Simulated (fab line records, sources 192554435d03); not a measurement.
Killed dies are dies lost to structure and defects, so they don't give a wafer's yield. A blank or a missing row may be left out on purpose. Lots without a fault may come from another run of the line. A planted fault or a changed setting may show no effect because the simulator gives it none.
Chamber matching | flow n5_finfet | N5_BEOL_M8_CMP_52 on cmp-01: 4 sister chambers
The step polishes, stops on SiCOH lowk, t overpolish 6.9 s, target thk 80 nm. 4 wafers are shown with their chamber, then 11 later ones without.

WAFERS WITH THEIR CHAMBER
wafer  | chamber | motor_current_A (A)
L087.1 | 2       | 5.7
L087.2 | 3       | 5.8
L087.4 | 0       | 6.7
L089.1 | 1       | 5.6

WAFERS WITHOUT THEIR CHAMBER
wafer  | motor_current_A (A)
L089.2 | 6.1
L089.6 | 5.6
L092.1 | 5.3
L092.3 | 5.3
L092.5 | 5.9
L090.1 | 5.7
L090.3 | 5.7
L090.5 | 5.7
L097.1 | 7.0
L097.4 | 5.4
L097.6 | 6.3

WHICH CHAMBER EACH WENT THROUGH
wafer  | from the rows above               | in truth
L089.2 | can't be placed: 3 or 2 or 1 or 0 | 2
L089.6 | can't be placed: 1 or 2 or 3      | 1
L092.1 | can't be placed: 1 or 2 or 3      | 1
L092.3 | can't be placed: 1 or 2 or 3      | 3
L092.5 | can't be placed: 3 or 2 or 1      | 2
L090.1 | can't be placed: 2 or 3 or 1      | 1
L090.3 | can't be placed: 2 or 3 or 1      | 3
L090.5 | can't be placed: 2 or 3 or 1      | 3
L097.1 | 0                                 | 0
L097.4 | can't be placed: 1 or 2 or 3      | 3
L097.6 | can't be placed: 0 or 3 or 2 or 1 | 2
Placed correctly: 1 of 11. Can't be placed from these rows: 10 (the true chamber is among the candidates in 10). Placed wrongly: 0.
How it was worked out, from the rows above alone: a wafer's distance from a chamber is the root of the sum, over the readings, of the square of ((its reading less the chamber's mean) divided by the reading's scatter). The wafer belongs to the nearest chamber; if the next one is less than 2 further off, it can't be placed. A chamber's mean is the mean of its shown wafers. The scatter: with one shown wafer a chamber, the root of the mean of the squares of how far each hidden wafer lies from its nearest shown one.
